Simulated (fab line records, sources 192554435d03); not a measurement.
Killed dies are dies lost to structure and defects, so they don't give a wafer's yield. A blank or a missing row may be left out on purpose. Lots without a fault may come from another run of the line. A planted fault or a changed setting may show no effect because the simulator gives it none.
Which tool did it? | flow n5_finfet | 24 lots, 72 wafers sampled, at 1 step of a route of 1938

WHAT THE GAUGES READ, wafer by wafer
N5_BEOL_M5_CD_MEAS_35: target cd 28 nm, target cd y 24 nm.
lot  | measured     | on        | cd_nm (nm)
L074 | day 7 16:19  | cd_sem-01 | 28.0 27.9 27.7
L075 | day 8 08:11  | cd_sem-02 | 27.4 27.8 28.1
L078 | day 8 15:54  | cd_sem-02 | 28.1 27.8 27.5
L077 | day 8 19:53  | cd_sem-02 | 28.7 27.9 28.1
L076 | day 8 19:56  | cd_sem-02 | 28.0 27.6 27.7
L079 | day 8 23:52  | cd_sem-01 | 28.3 29.0 27.6
L080 | day 9 11:26  | cd_sem-01 | 28.6 28.8 28.5
L081 | day 9 19:41  | cd_sem-01 | 28.1 27.9 28.2
L083 | day 9 22:04  | cd_sem-02 | 28.1 28.0 27.5
L082 | day 10 01:40 | cd_sem-01 | 28.2 28.4 27.7
L084 | day 10 04:47 | cd_sem-01 | 27.7 28.2 28.2
L085 | day 11 02:23 | cd_sem-01 | 28.0 28.3 28.3
L086 | day 11 06:26 | cd_sem-01 | 28.8 27.8 28.7
L087 | day 11 07:58 | cd_sem-01 | 27.4 27.9 27.8
L088 | day 11 10:44 | cd_sem-02 | 28.2 28.0 28.0
L089 | day 11 14:08 | cd_sem-01 | 27.8 28.2 28.5
L090 | day 12 03:49 | cd_sem-01 | 28.3 28.4 28.1
L092 | day 12 11:00 | cd_sem-02 | 27.8 28.3 27.9
L091 | day 12 11:23 | cd_sem-02 | 28.6 27.7 28.7
L093 | day 12 19:03 | cd_sem-02 | 28.3 28.3 28.6
L095 | day 13 07:48 | cd_sem-02 | 28.5 28.1 28.2
L094 | day 13 15:11 | cd_sem-02 | 27.6 27.9 27.6
L096 | day 13 15:29 | cd_sem-01 | 28.4 28.3 28.1
L097 | day 14 08:19 | cd_sem-01 | 27.9 28.1 28.0

WHICH TOOL RAN EACH LOT (tool, then ch and the chambers of the sampled wafers, then the start)
The record holds no process step before these readings.

WHAT THE TOOLS THEMSELVES READ (means of the sampled wafers that have a number; where no wafer has one, the mark that the record gives instead)
The record holds no such reading with a usual standard deviation.

THE ANSWER, worked out from the rows above alone
Rule: what is usual is taken from the lots themselves. Put in order of their means at a reading, lots are off if they are a third of the lots or fewer, leave a main group of 4 or more, and stand apart from it by a gap of 3 or more times the standard deviation of the main group's means; of several such gaps the widest counts. A main group whose means are all the same, to the digits that the tables above print for the reading, isn't used. A lot without any number at a reading at which 4 lots or more have one is off too. The other lots that the step has rows for count as sound. The gauges are gone through in route order, then the tools' own readings, and for those a lot's mean is taken as printed above. The first step at which some lot is off is used, and at that step the reading that is off furthest; a lot without a number counts as furthest.
No lot is off at any reading shown: from this, nothing can be told.

WHAT THE SIMULATOR HAD PUT IN
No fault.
